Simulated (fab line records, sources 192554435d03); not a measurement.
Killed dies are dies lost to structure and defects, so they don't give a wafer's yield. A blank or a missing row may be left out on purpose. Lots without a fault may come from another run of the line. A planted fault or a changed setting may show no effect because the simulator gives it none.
Chamber matching | flow n5_finfet | N5_BEOL_M2_ALD_84 on ald_metal-02: 4 sister chambers
The step deposits TaN, pulse time 2 s, purge time 3 s, co reactant purge time 2 s. 16 wafers are shown with their chamber, then 8 later ones without.

WAFERS WITH THEIR CHAMBER
wafer  | chamber | heater_power_w (W) | chamber_pressure_Torr (Torr)
L882.1 | 3       | 382                | 3.006
L882.4 | 0       | 396                | 3.000
L882.6 | 2       | 385                | 3.000
L883.1 | 0       | 395                | 2.995
L883.2 | 2       | 387                | 3.008
L883.4 | 2       | 393                | 3.003
L885.2 | 2       | 389                | 3.007
L885.3 | 3       | 385                | 2.987
L885.4 | 0       | 389                | 3.006
L888.2 | 0       | 394                | 3.005
L888.4 | 1       | 416                | 2.997
L888.5 | 2       | 381                | 3.004
L891.2 | 3       | 391                | 2.999
L891.4 | 1       | 399                | 3.007
L891.6 | 3       | 384                | 2.995
L892.1 | 2       | 384                | 3.008

SIGNATURES (means of the wafers above)
reading               | chamber 0 | chamber 1 | chamber 2 | chamber 3 | scatter within a chamber
heater_power_w        | 393.50    | 407.50    | 386.50    | 385.50    | 5.05
chamber_pressure_Torr | 3.00150   | 3.00200   | 3.00500   | 2.99675   | 0.00554
Rule: a wafer's distance from a chamber is the root of the sum, over the readings, of the square of ((its reading less the chamber's mean) divided by the reading's scatter). The wafer belongs to the nearest chamber; if the next one is less than 2 further off, it can't be placed. The scatter: the root of (the sum of the squares of (reading less its chamber's mean) over the shown wafers, divided by (wafers less chambers)).

WAFERS WITHOUT THEIR CHAMBER
wafer  | heater_power_w (W) | chamber_pressure_Torr (Torr)
L892.2 | 406                | 3.011
L892.3 | 387                | 3.000
L893.2 | 412                | 2.998
L893.3 | 386                | 3.000
L893.6 | 406                | 3.005
L895.1 | 384                | 3.007
L895.2 | 390                | 2.992
L895.5 | 387                | 3.008

WHICH CHAMBER EACH WENT THROUGH
wafer  | from the rows above          | in truth
L892.2 | can't be placed: 1 or 0      | 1
L892.3 | can't be placed: 3 or 2 or 0 | 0
L893.2 | 1                            | 1
L893.3 | can't be placed: 3 or 2 or 0 | 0
L893.6 | can't be placed: 1 or 0      | 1
L895.1 | can't be placed: 2 or 3 or 0 | 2
L895.2 | can't be placed: 3 or 0 or 2 | 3
L895.5 | can't be placed: 2 or 0 or 3 | 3
Placed correctly: 1 of 8. Can't be placed from these rows: 7 (the true chamber is among the candidates in 7). Placed wrongly: 0.
